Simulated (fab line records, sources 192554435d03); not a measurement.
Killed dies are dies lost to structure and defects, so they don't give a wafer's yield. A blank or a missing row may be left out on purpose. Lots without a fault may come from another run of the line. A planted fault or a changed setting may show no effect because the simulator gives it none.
fab line records | flow n5_finfet
record lots=5 wafers=15 last_day=16
route steps=1938 shown BEOL_M9@1461 BEOL_M10@1470 PASSIVATION@1936
lots that met no fault: from a run of the same line without faults
start_h: hours from the record's first day to the start of the lot's first wafer shown | wait_h: hours since the lot's step before | " the same as in the row above | L1.1+2: a row that stands for several wafers | - no value, or no start given | * or withheld: withheld | < > ~ a bound
route shown NAME@n: a module of which the file shows steps, and the number in the route of the first | usual: mean/standard deviation of fault-free wafers | same: alike in all rows | chamber/n: place in a boat | sites: the reading at each site | _std_site: their standard deviation | _edge_site: outer sites' mean less inner sites' | radius_mm: how far each site lies from the wafer's centre | mask NAME#n: copy n | behind: the tool/chamber that last shaped the wafer | hold: why the lot was held/for how many hours/how that ended | device: the transistor (n, p or np) that didn't switch | end of line: the same wafers' tests at the end of the route | a step without rows: its recipe alone | killed: dies lost to structure and defects at the first sort, not the wafer's yield | map: a wafer's dies, x killed, . not, _ none there
set.NAME: the setting as run; set.NAME@STEP: as run at that earlier step | model.NAME: the simulator's own value behind a step, which no gauge read
lots at some steps of the route; a table a step, a row a wafer
services: from which hour (start_h, from the record's first day; less than 0 if before it) a tool's chamber was out of use, for how many hours, and why
## steps
# step N5_BEOL_M9_SPUTTER_48
# recipe material=Cu target_thk_a=120 temp_c=-20 bias_v=60 power_w=26000 chamber_pressure_pa=0.13 time_s=2
# step N5_BEOL_M9_ECD_50
# recipe material=Cu target_thk_a=3180
# step N5_BEOL_M9_ANNEAL_51
# recipe temp_c=225 time_s=90 ambient=N2
# step N5_BEOL_M9_CMP_52
# recipe stop_on=SiCOH_lowk t_overpolish_s=7 down_force_psi=1 platen_rpm=50 clearing_platen_down_force_psi=1.5 clearing_platen_rpm=50 post_cmp_clean=cu_alkaline target_thk_nm=140 clearing_platen_pad_velocity_m_s=0.99484 pad_velocity_m_s=0.99484
# step N5_BEOL_M9_PRE_CLEAN_55
# recipe gas=NH3 time_s=15 temp_c=withheld rf_power_w=300
# step N5_BEOL_M9_DEP_56
# recipe material=SiCN target_thk_a=150 temp_c=withheld precursor=3MS/NH3 pressure_torr=3 rf_w=202 time_s=26.5
# step N5_BEOL_M10_ILD_DEP_00
# recipe material=SiCOH_lowk target_thk_a=3085.1 temp_c=300 precursor=DEMS/porogen pressure_torr=5 rf_w=500 time_s=58
# step N5_BEOL_M10_CURE_71
# recipe temp_c=385 time_s=240 ambient=He/Ar material=SiCOH_lowk
# step N5_BEOL_M10_PECVD_70
# recipe material=SiO2 target_thk_a=200 temp_c=400 precursor=TEOS/O2 pressure_torr=5.5 rf_w=450 teos_flow_sccm=53.8 gas=O2 flow_sccm=3000 time_s=22.7
# usual heater_power_w=719/82 showerhead_plenum_p_Torr=8.81/0.07 showerhead_vpp_V=1288/45 throttle_valve_pct=22.4/1.2
# columns lot.wafer tool chamber start_h wait_h heater_power_w showerhead_plenum_p_Torr showerhead_vpp_V since_wet_clean_h throttle_valve_pct model.SiO2_of_BEOL_M10_PECVD_70.thk_nm
L918.2 pecvd-02 0 248.69 0.0 759 8.80 1296 1315 22.5 19.6
L918.4 " 1 " " 605 8.90 1222 - 24.5 20.2
L918.5 " 2 " " 704 8.84 1323 - 22.0 19.6
L920.1 pecvd-02 0 256.52 0.0 661 8.80 1331 1323 22.8 19.6
L920.3 " 2 " " 671 8.84 1279 569 21.9 30.4
L920.6 " 0 " " 644 8.85 1328 - 23.0 20
L921.1 pecvd-02 2 256.57 0.0 586 8.84 1308 569 22.2 19.6
L921.2 " 1 " " 678 8.88 1219 2048 24.4 19.6
L921.5 " 1 " " 675 8.89 1233 - 24.5 31
L922.3 pecvd-02 2 256.99 0.0 618 8.85 1300 569 22.1 30.2
L922.4 " 1 " " 583 8.89 1224 - 24.4 19.8
L922.5 " 2 " " 635 8.82 1285 - 22.0 30.8
L934.1 pecvd-02 2 339.24 0.0 666 8.85 1292 652 22.0 20
L934.3 " 1 " " 639 8.88 1237 2131 24.7 20
L934.4 " 0 " " 702 8.81 1311 - 22.6 20
# step N5_BEOL_M10_HM_DEP_02
# recipe material=TiN target_thk_a=200 temp_c=25 chamber_pressure_pa=0.49996
# step N5_BEOL_M10_COAT_59
# recipe resist=SOC temp_c=250 time_s=60 spin_rpm=1500 resist_thk_nm=100
# step N5_BEOL_M10_COAT_60
# recipe resist=SiARC temp_c=220 time_s=60 spin_rpm=1500 resist_thk_nm=30
# step N5_BEOL_M10_COAT_05
# recipe resist=CAR-ArF spin_rpm=1500 resist_thk_nm=90
# step N5_BEOL_M10_EBR_07
# recipe solvent=PGMEA ebr_width_mm=1.5
# step N5_BEOL_M10_SOFTBAKE_06
# recipe temp_c=110 time_s=60 resist=CAR-ArF
# step N5_BEOL_M10_EXPOSE_08
# recipe mask_id=M10 na=1.35 source_shape=dipole sigma_inner=0.411 sigma_outer=0.611 polarization=te dose_mj=53.75
# step N5_BEOL_M10_PEB_09
# recipe peb_temp_c=withheld peb_time_s=60 resist=CAR-ArF
# step N5_BEOL_M10_DEVELOP_10
# recipe develop_time_s=30 developer=TMAH resist=CAR-ArF rinse_liquid=diw dry=air_spin dev_temp_c=23
# step N5_BEOL_M10_DESCUM_16
# recipe chemistry=O2 time_s=7.9 source_power_w=50 bias_power_w=20 pressure_mtorr=20 rf_frequency_hz=2.712e+07 temp_c=40 resist=CAR-ArF o2_flow_sccm=225
# step N5_BEOL_M10_ETCH_61
# recipe chemistry=CF4 target=SiARC target_depth_a=390 mask_material=CAR-ArF time_s=65 ion_energy_ev=80 pressure_mtorr=40 source_w=545 bias_w=36 Ar_flow_sccm=100 cf4_flow_sccm=100 ends=cleared
# step N5_BEOL_M10_ETCH_62
# recipe chemistry=N2/H2 target=SOC target_depth_a=1100 overetch_a=220 mask_material=SiARC temp_c=40 time_s=165 ion_energy_ev=200 pressure_mtorr=30 source_w=840 bias_w=150 n2_flow_sccm=200 h2_flow_sccm=200
# step N5_BEOL_M10_STRIP_68
# recipe chemistry=N2/H2 temp_c=40 n2_flow_sccm=200 h2_flow_sccm=200 rf_frequency_hz=6e+07
# step N5_BEOL_M10_STRIP_67
# recipe chemistry=CF4 resist=SiARC power_w=300 bias_power_w=75 pressure_mtorr=50 cf4_flow_sccm=150 rf_frequency_hz=6e+07
# step N5_BEOL_M10_HM_OPEN_17
# recipe chemistry=Cl2/BCl3 target_depth_a=200 overetch_a=60 target=TiN mask_material=SOC ion_energy_ev=150 pressure_mtorr=10 icp_w=1000 bias_w=126 Cl2_flow_sccm=53.25 bcl3_flow_sccm=21.75 Ar_flow_sccm=25
# step N5_BEOL_M10_STRIP_19
# recipe chemistry=O2 power_w=400 temp_c=40 pressure_mtorr=30 rf_frequency_hz=6e+07 bias_power_w=0 overash_fraction=0.2 o2_flow_sccm=225
# step N5_BEOL_M10_COAT_63
# recipe resist=SOC temp_c=250 time_s=60 spin_rpm=1500 resist_thk_nm=100
# step N5_BEOL_M10_COAT_64
# recipe resist=SiARC temp_c=220 time_s=60 spin_rpm=1500 resist_thk_nm=30
# step N5_BEOL_M10_COAT_22
# recipe resist=CAR-ArF spin_rpm=1500 resist_thk_nm=90
# step N5_BEOL_M10_EBR_24
# recipe solvent=PGMEA ebr_width_mm=1.5
# step N5_BEOL_M10_SOFTBAKE_23
# recipe temp_c=110 time_s=60 resist=CAR-ArF
# step N5_BEOL_M10_EXPOSE_25
# recipe mask_id=V9 na=1.35 source_shape=annular sigma_inner=0.5 sigma_outer=0.8 polarization=unpolarized dose_mj=85.5
# step N5_BEOL_M10_PEB_26
# recipe peb_temp_c=withheld peb_time_s=60 resist=CAR-ArF
# step N5_BEOL_M10_DEVELOP_27
# recipe develop_time_s=30 developer=TMAH resist=CAR-ArF rinse_liquid=diw dry=air_spin dev_temp_c=23
# step N5_BEOL_M10_HM_STRIP_39
# recipe chemistry=peroxide_tin_strip material=TiN target_depth_a=250 temp_c=50 time_s=158
# columns lot.wafer tool chamber start_h wait_h model.SiO2_of_BEOL_M10_PECVD_70.thk_nm
L918.2+5 wet_bench-03 0,6 253.07 0.0 19.4
L918.4 " 7 " " 20
L920.1 wet_bench-01 1 259.68 0.0 19.4
L920.3 " 3 " " 30.2
L920.6 " 4 " " 19.8
L921.1 wet_bench-03 1 259.87 0.0 19.4
L921.2 " 0 " " 19.6
L921.5 " 3 " " 30.8
L922.3 wet_bench-01 6 261.08 0.0 30.2
L922.4 " 4 " " 19.6
L922.5 " 5 " " 30.6
L934.1+4 wet_bench-01 0,2 342.29 0.0 19.8
L934.3 " 1 " " 20
# step N5_BEOL_M10_CMP_52
# recipe stop_on=SiCOH_lowk t_overpolish_s=7 down_force_psi=1 platen_rpm=50 clearing_platen_down_force_psi=1.5 clearing_platen_rpm=50 post_cmp_clean=cu_alkaline target_thk_nm=140 clearing_platen_pad_velocity_m_s=0.99484 pad_velocity_m_s=0.99484
# usual barrier_field_endpoint_s=28.6/0.88 motor_current_A=6.1/0.65 overpolish_run_s=7.001/0.0089
# columns lot.wafer tool chamber start_h wait_h barrier_field_endpoint_s motor_current_A overpolish_run_s
L918.4 cmp-01 2 255.70 0.2 29.4 6.3 7.012
L918.2 " 3 " " 27.5 5.9 6.983
L918.5 " 0 " " 28.3 5.0 7.001
L920.3 cmp-02 1 261.80 0.2 41.8 5.6 5.308
L920.1 " 2 " " 28.1 6.4 6.998
L920.6 " 1 " " 29.0 6.0 7.001
L921.1 cmp-01 3 262.07 0.3 28.3 5.7 6.995
L921.2 " 2 " " 28.8 6.1 7.015
L921.5 " 3 " " 42.2 5.6 4.865
L922.4 cmp-01 3 265.72 0.2 28.1 5.8 6.999
L922.3 " 1 " " 41.4 7.1 5.675
L922.5 " 2 " " 41.1 6.3 5.954
L934.4 cmp-03 0 344.30 0.2 27.0 7.0 7.012
L934.3 " 1 " " 28.5 6.3 6.996
L934.1 " 2 " " 27.0 5.9 6.996
# step N5_PASSIVATION_PROBE_49
# usual defect_limited_yield=90.5/1.7 killed_at_M0_to_M3=37/12 killed_at_M4_up=14/5.2 killed_at_contacts=12/5.9 killed_at_front_end=45/14 killed_at_other=3.5/2.8 killed_dies=112/21 killed_on_rim=15/4.5 killed_open=73/15 killed_short=36/8.9 sort_bin_5_function=5.6/1.2 sort_bin_6_memory=3.5/0.68 sort_n_pass=1068/21 sort_yield_pct=90.5/1.8
# same gross_dies=1180 killed_at_back_side=0 sort_bin_4_leakage[%]=0 sort_bin_8_speed[%]=0
# columns lot.wafer tool chamber start_h wait_h defect_limited_yield[%] killed_at_M0_to_M3 killed_at_M4_up killed_at_contacts killed_at_front_end killed_at_other killed_dies killed_on_rim killed_open killed_short sort_bin_5_function[%] sort_bin_6_memory[%] sort_n_pass sort_yield_pct[%]
L918.2 prober-01 - 308.22 0.1 91.5 24 7 8 56 5 100 14 62 32 4.7 3.1 1080 91.5
L918.4 prober-01 - 308.32 0.2 91.0 33 14 12 46 1 106 21 74 31 5.3 3.3 1074 91.0
L918.5 prober-01 - 308.37 0.3 91.1 31 11 13 49 1 105 14 71 31 5.3 3.3 1075 91.1
L922.3 prober-02 - 324.37 0.1 90.7 52 15 11 29 3 110 12 69 40 4.8 4.2 1070 90.7
L922.4 prober-02 - 324.42 0.2 87.3 66 18 14 46 6 150 22 80 67 8.2 4.2 1030 87.3
L934.1 prober-01 - 391.45 0.0 88.1 47 12 12 65 5 141 17 93 45 7.2 4.5 1039 88.1
L934.3 prober-01 - 391.55 0.1 89.3 45 13 15 51 2 126 15 92 30 6.4 4.2 1054 89.3
L934.4 prober-01 - 391.60 0.2 87.9 52 13 10 60 8 143 22 102 38 7.0 4.7 1037 87.9
# killed by level:class
L918.2 FIN_SAQP:geometric_particle:open=14 FIN_SAQP:geometric_particle:short=11 STI_FIN_REVEAL:geometric_particle:open=11 MOL_CONTACT_COAG:geometric_particle:open=7 BEOL_M0_SAQP:geometric_particle:open=7 BEOL_M1:geometric_particle:open=6 STARTING-WAFER:geometric_particle:short=6 HKMG_FIN:area_etch=5
L918.4 STI_FIN_REVEAL:geometric_particle:open=18 BEOL_M0_SAQP:geometric_particle:open=11 FIN_SAQP:geometric_particle:open=9 MOL_CONTACT_COAG:geometric_particle:open=7 BEOL_M0_SAQP:geometric_particle:short=7 GATE_CUT:geometric_particle:short=6 BEOL_M3:geometric_particle:open=6 MOL_CONTACT_COAG:geometric_particle:short=5
L918.5 FIN_SAQP:geometric_particle:open=15 MOL_CONTACT_COAG:geometric_particle:open=11 GATE_CUT:geometric_particle:short=10 BEOL_M3:geometric_particle:open=9 STI_FIN_REVEAL:geometric_particle:open=8 FIN_SAQP:geometric_particle:short=6 BEOL_M0_SAQP:geometric_particle:open=6 BEOL_M2:geometric_particle:open=6
L922.3 BEOL_M3:geometric_particle:open=17 BEOL_M0_SAQP:geometric_particle:short=15 MOL_CONTACT_COAG:geometric_particle:open=9 FIN_SAQP:geometric_particle:open=5 BEOL_M0_SAQP:geometric_particle:open=5 BEOL_M4:geometric_particle:open=5 STARTING-WAFER:geometric_particle:short=5 BEOL_M2:geometric_particle:open=4
L922.4 BEOL_M0_SAQP:geometric_particle:short=19 BEOL_M0_SAQP:geometric_particle:open=14 MOL_CONTACT_COAG:geometric_particle:open=9 DUMMY_GATE:geometric_particle:open=9 BEOL_M2:geometric_particle:open=8 BEOL_M3:geometric_particle:short=8 FIN_SAQP:geometric_particle:open=6 BEOL_M1:geometric_particle:short=6
L934.1 STI_FIN_REVEAL:geometric_particle:open=28 STI_FIN_REVEAL:geometric_particle:short=11 MOL_CONTACT_COAG:geometric_particle:open=9 BEOL_M3:geometric_particle:open=9 BEOL_M2:geometric_particle:open=8 FIN_SAQP:geometric_particle:short=8 BEOL_M0_SAQP:geometric_particle:open=8 BEOL_M0_SAQP:geometric_particle:short=7
L934.3 STI_FIN_REVEAL:geometric_particle:open=22 MOL_CONTACT_COAG:geometric_particle:open=12 BEOL_M3:geometric_particle:open=11 BEOL_M0_SAQP:geometric_particle:open=10 BEOL_M0_SAQP:geometric_particle:short=9 DUMMY_GATE:geometric_particle:open=5 BEOL_M0:geometric_particle:open=5 BEOL_M2:geometric_particle:open=5
L934.4 STI_FIN_REVEAL:geometric_particle:open=23 FIN_SAQP:geometric_particle:open=11 BEOL_M3:geometric_particle:open=10 BEOL_M0_SAQP:geometric_particle:short=10 MOL_CONTACT_COAG:geometric_particle:open=9 BEOL_M0_SAQP:geometric_particle:open=9 BEOL_M2:geometric_particle:open=7 BEOL_M4:geometric_particle:open=7
## services
# columns tool chamber start_h hours kind
pecvd-02 - 240.78 1.8 repair
cmp-02 - 240.93 4.0 pm
cmp-02 - 244.93 - consumable_replace:conditioner
cmp-02 - 244.93 - consumable_replace:pad
pecvd-02 1 256.42 - calibration
cmp-03 - 265.13 2.8 repair
cmp-03 - 276.80 1.5 repair
cmp-01 - 292.93 4.0 pm
cmp-01 - 296.93 - consumable_replace:conditioner
cmp-01 - 296.93 - consumable_replace:pad
cmp-03 - 299.54 3.2 repair
pecvd-02 2 301.11 4.4 repair
cmp-01 - 308.10 1.2 repair
pecvd-02 - 313.43 2.2 repair
cmp-03 - 317.38 4.6 repair
## key
first_sign step=N5_BEOL_M10_CMP_52 reading=overpolish_run_s direction=down sigmas=99+ usual=7.001 struck=5.450
effect step=N5_BEOL_M10_CMP_52 reading=barrier_field_endpoint_s direction=up sigmas=15 usual=28.6 struck=41.6
model_effect step=N5_BEOL_M10_PECVD_70 value=SiO2_of_BEOL_M10_PECVD_70.thk_nm without=19.75 struck=30.6
model_effect step=N5_BEOL_M10_HM_STRIP_39 value=SiO2_of_BEOL_M10_PECVD_70.thk_nm without=19.55 struck=30.45
met_at N5_BEOL_M10_PECVD_70
struck_wafers L920.3,L921.5,L922.3,L922.5
onset_between 248.69 256.52
fault kind=process_parameter_drift tool=pecvd-02 chamber=- onset_h=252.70 steps=N5_BEOL_M10_PECVD_70 channel=time_s offset=* shape=step end_h=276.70 scope=struck_wafers_only acts_in=* stated=*
